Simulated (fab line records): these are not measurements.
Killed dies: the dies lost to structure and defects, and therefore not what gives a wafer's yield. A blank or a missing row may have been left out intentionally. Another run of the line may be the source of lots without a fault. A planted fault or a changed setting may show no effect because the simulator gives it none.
A struck lot beside a sound one -- flow n5Finfet -- 38 steps out of a route of 1938
Sound: these wafers, L607.1, L607.2, L607.3. Struck: wafer L595.1. (L595.2, L595.6 of the same lot were not struck and are left out.) The cause comes at the end.
Per side, at each step with rows, come the tool, then ch with its chambers, and then its first start. Under that, the readings that differ: sound wafers -- struck wafers -- difference of the means -- sigmas: that difference in standard deviations of wafers without a fault.
alike: readings whose means differ by less than 2 such deviations, and words and numbers that are the same on both sides. not compared: withheld readings, readings that some wafer has no value for, bounds like >300 that may hide the same value, and numbers for which the record gives no deviation and whose values overlap.
Wherever a step has rows on one side only, a row that says differs or no value, or a row with sigmas, the two part there. Numbers that don't overlap but have no deviation are shown without sigmas and don't part them. A reading that every wafer of one side lacks parts them only if that side has two wafers or more.

first, 9 steps without rows for these wafers: N5_BEOL_M12_SOFTBAKE_23 (time 60 s); N5_BEOL_M12_EXPOSE_25 (exposes mask M12); N5_BEOL_M12_PEB_26 (peb time 90 s); N5_BEOL_M12_DEVELOP_27 (develop time 45 s); N5_BEOL_M12_HARDBAKE_32 (time 120 s); N5_BEOL_M12_DESCUM_33 (chemistry O2, time 7.9 s); N5_BEOL_M12_ETCH_67 (etches SiARC in CF4, target depth 143 nm, time 238.3 s); N5_BEOL_M12_ETCH_68 (etches SOC in N2/H2, time 285 s); N5_BEOL_M12_STRIP_69 (strips in N2/H2).
N5_BEOL_M12_TRENCH_ETCH_34: etches SiOC in C4F8/O2/Ar, target depth 318.95 nm, time 125.5 s.
  sound on rieDiel-04 ch 0,1,3, day 18 09:37; struck on rieDiel-01 ch 0, day 16 06:21
reading,sound,struck,difference,sigmas
rfHoursCounterH (h),67 100 71,119,+40,
model.etch.depthNm (nm),317.6 318.2 316.4,559.5,+242.1,
  alike: biasW, drypumpMotorCurrentA, oesProductAu, rfVppV, showerheadPlenumPTorr, throttleValvePct
then, 1 step without rows for these wafers: N5_BEOL_M12_STRIP_70 (strips in C4F8/O2/Ar).
N5_BEOL_M12_OCD_MEAS_35:
  sound: ocd-01 at day 18 09:47; struck: ocd-02 at day 16 06:31
reading,sound,struck,difference,sigmas
trenchDepthNm (nm),318 318 317,559,+241,+59
then, 11 steps without rows for these wafers: N5_BEOL_M12_STRIP_37 (strips in N2/H2); N5_BEOL_M12_ETCH_38 (etches SiCN in CF4/N2, target depth 68.7 nm, time 73.4 s); N5_BEOL_M12_PRECLEAN_39 (cleans in residue remover, time 60 s); N5_BEOL_M12_SRD_40 (time 30 s, dry time 30 s); N5_BEOL_M12_DEGAS_41 (time 60 s); N5_BEOL_M12_PRE_CLEAN_42 (time 30 s); N5_BEOL_M12_SPUTTER_43 (material TaN, target thk 15 nm, time 24.19 s); N5_BEOL_M12_SPUTTER_44 (material Ta, target thk 10 nm, time 16.13 s); N5_BEOL_M12_SPUTTER_45 (material Cu, target thk 80 nm, time 13.33 s); N5_BEOL_M12_ECD_47 (material Cu, target thk 720 nm); N5_BEOL_M12_ANNEAL_48 (time 90 s).
N5_BEOL_M12_CMP_49: polishes, stops on SiOC, t overpolish 20.6 s, target thk 320 nm.
  sound on cmp-03 ch 0,1,2, day 18 12:49; struck on cmp-02 ch 2, day 16 08:10
reading,sound,struck,difference,sigmas
model.Cu_of_BEOL_M12_ECD_47.thkNm (nm),318.8 321 317.8,561.8,+242.6,
  alike: barrierFieldEndpointS, motorCurrentA, overpolishRunS
N5_BEOL_M12_THK_MEAS_50: measures by xrf.
  sound: filmMetro-01 at day 18 13:07; struck: filmMetro-02 at day 16 08:26
reading,sound,struck,difference,sigmas
M12_THK (nm),317 320 316,554,+236,+49
then, 2 steps without rows for these wafers: N5_BEOL_M12_PRE_CLEAN_52 (time 15 s); N5_BEOL_M12_DEP_53 (deposits SiCN from 3MS/NH3, target thk 30 nm, time 10.5 s).
N5_BEOL_M12_RS_MEAS_54: uses a four-point probe to measure.
  sound: filmMetro-02 at day 18 13:14; struck: filmMetro-02 at day 16 08:34
reading,sound,struck,difference,sigmas
M12_RS (ohm/sq),0.0601 0.0597 0.0603,0.0334,-0.0266,-30
then, 9 steps without rows for these wafers: N5_BEOL_M13_ILD_DEP_00 (deposits SiOC from DEMS/O2, target thk 837.92 nm, time 166.4 s); N5_BEOL_M13_COAT_58 (time 60 s, resist thk 89 nm); N5_BEOL_M13_COAT_04 (resist thk 400 nm); N5_BEOL_M13_EBR_06; N5_BEOL_M13_SOFTBAKE_05 (time 60 s); N5_BEOL_M13_EXPOSE_07 (exposes mask V12); N5_BEOL_M13_PEB_08 (peb time 90 s); N5_BEOL_M13_DEVELOP_09 (develop time 45 s); N5_BEOL_M13_HARDBAKE_14 (time 120 s).
N5_BEOL_M15_RC_MEAS_101:
  sound on prober-02 ch 0, day 19 07:56; struck on prober-02 ch 0, day 17 09:37
reading,sound,struck,difference,sigmas
COMB_M14 (S/m),3.7e-12 4.1e-12 4.3e-12,2.2e-12,-1.8e-12,-2
COMB_M15 (S/m),1.4e-12 2.2e-12 2.3e-12,3.1e-12,+1.1e-12,+2
SERP_M11 (ohm/um),3.14 3.07 3.11,2.93,-0.18,-3
SERP_M12 (ohm/um),0.633 0.630 0.624,0.352,-0.277,-17
SERP_M12_max_site (ohm/um),0.645 0.641 0.643,0.358,-0.285,-17
  alike: COMB_M10, COMB_M11, COMB_M11_max_site, COMB_M13, COMB_M5, COMB_M6, COMB_M7, COMB_M8, COMB_M9, SERP_M10, SERP_M13, SERP_M14, SERP_M14_max_site, SERP_M5, SERP_M6, SERP_M7, SERP_M8, SERP_M9, SERP_M9_max_site

## WHERE THEY PART
Last at N5_BEOL_M15_RC_MEAS_101 as far as this record goes, first at N5_BEOL_M12_OCD_MEAS_35.

WHY: what had been put in by the simulator
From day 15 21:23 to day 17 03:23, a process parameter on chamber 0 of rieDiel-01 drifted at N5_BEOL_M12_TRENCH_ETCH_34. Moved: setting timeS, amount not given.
